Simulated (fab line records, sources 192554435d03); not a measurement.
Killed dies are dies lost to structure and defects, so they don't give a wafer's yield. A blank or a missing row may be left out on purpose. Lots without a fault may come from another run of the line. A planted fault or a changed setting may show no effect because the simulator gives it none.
Which tool did it? | flow n5_finfet | 15 lots, 45 wafers sampled, at 2 steps of a route of 1938

WHAT THE GAUGES READ, wafer by wafer
N5_PASSIVATION_OVL_MEAS_66.
lot  | measured     | on         | PASS_OPEN_OVL (nm)
L448 | day 12 04:37 | overlay-02 | -8 3 0
L449 | day 12 08:49 | overlay-01 | 9 13 1
L450 | day 12 13:01 | overlay-02 | 4 14 9
L452 | day 12 22:02 | overlay-01 | 2 4 5
L451 | day 13 16:20 | overlay-01 | 6 5 -3
L461 | day 15 15:43 | overlay-01 | 5 5 11
L458 | day 15 15:21 | overlay-02 | -3 -4 8
L457 | day 15 16:50 | overlay-01 | -13 8 -5
L460 | day 15 20:23 | overlay-01 | -4 -1 -13
L456 | day 15 21:31 | overlay-02 | -1 9 -1
L459 | day 16 08:07 | overlay-01 | -4 -3 1
L464 | day 17 11:49 | overlay-01 | 0 2 5
L465 | day 17 07:22 | overlay-02 | -1 7 -3
L470 | day 18 01:22 | overlay-01 | -1 9 1
L471 | day 18 20:58 | overlay-02 | -2 3 -9

WHICH TOOL RAN EACH LOT (tool, then ch and the chambers of the sampled wafers, then the start)
lot  | N5_BEOL_M8_PRE_CLEAN_45
L448 | pvd_sputter-03, day 9 15:28
L449 | pvd_sputter-02, day 9 18:51
L450 | pvd_sputter-03, day 10 00:07
L452 | pvd_sputter-03, day 10 03:16
L451 | pvd_sputter-03, day 10 07:06
L461 | pvd_sputter-02, day 12 20:16
L458 | pvd_sputter-02, day 12 20:20
L457 | pvd_sputter-02, day 12 20:36
L460 | pvd_sputter-03, day 12 22:41
L456 | pvd_sputter-03, day 12 23:12
L459 | pvd_sputter-02, day 13 14:15
L464 | pvd_sputter-02, day 14 12:43
L465 | pvd_sputter-02, day 14 12:48
L470 | pvd_sputter-03, day 15 08:50
L471 | pvd_sputter-01, day 16 05:01
- N5_BEOL_M8_PRE_CLEAN_45: time 30 s.

WHAT THE TOOLS THEMSELVES READ (means of the sampled wafers that have a number; where no wafer has one, the mark that the record gives instead)
N5_BEOL_M8_PRE_CLEAN_45.
lot  | tool           | heater_power_w (W)
L448 | pvd_sputter-03 | 321
L449 | pvd_sputter-02 | 392
L450 | pvd_sputter-03 | 321
L452 | pvd_sputter-03 | 318
L451 | pvd_sputter-03 | 319
L461 | pvd_sputter-02 | 346
L458 | pvd_sputter-02 | 411
L457 | pvd_sputter-02 | 333
L460 | pvd_sputter-03 | 327
L456 | pvd_sputter-03 | 337
L459 | pvd_sputter-02 | 379
L464 | pvd_sputter-02 | 362
L465 | pvd_sputter-02 | 354
L470 | pvd_sputter-03 | 318
L471 | pvd_sputter-01 | 321

THE ANSWER, worked out from the rows above alone
Rule: what is usual is taken from the lots themselves. Put in order of their means at a reading, lots are off if they are a third of the lots or fewer, leave a main group of 4 or more, and stand apart from it by a gap of 3 or more times the standard deviation of the main group's means; of several such gaps the widest counts. A main group whose means are all the same, to the digits that the tables above print for the reading, isn't used. A lot without any number at a reading at which 4 lots or more have one is off too. The other lots that the step has rows for count as sound. The gauges are gone through in route order, then the tools' own readings, and for those a lot's mean is taken as printed above. The first step at which some lot is off is used, and at that step the reading that is off furthest; a lot without a number counts as furthest.
No lot is off at any reading shown: from this, nothing can be told.

WHAT THE SIMULATOR HAD PUT IN
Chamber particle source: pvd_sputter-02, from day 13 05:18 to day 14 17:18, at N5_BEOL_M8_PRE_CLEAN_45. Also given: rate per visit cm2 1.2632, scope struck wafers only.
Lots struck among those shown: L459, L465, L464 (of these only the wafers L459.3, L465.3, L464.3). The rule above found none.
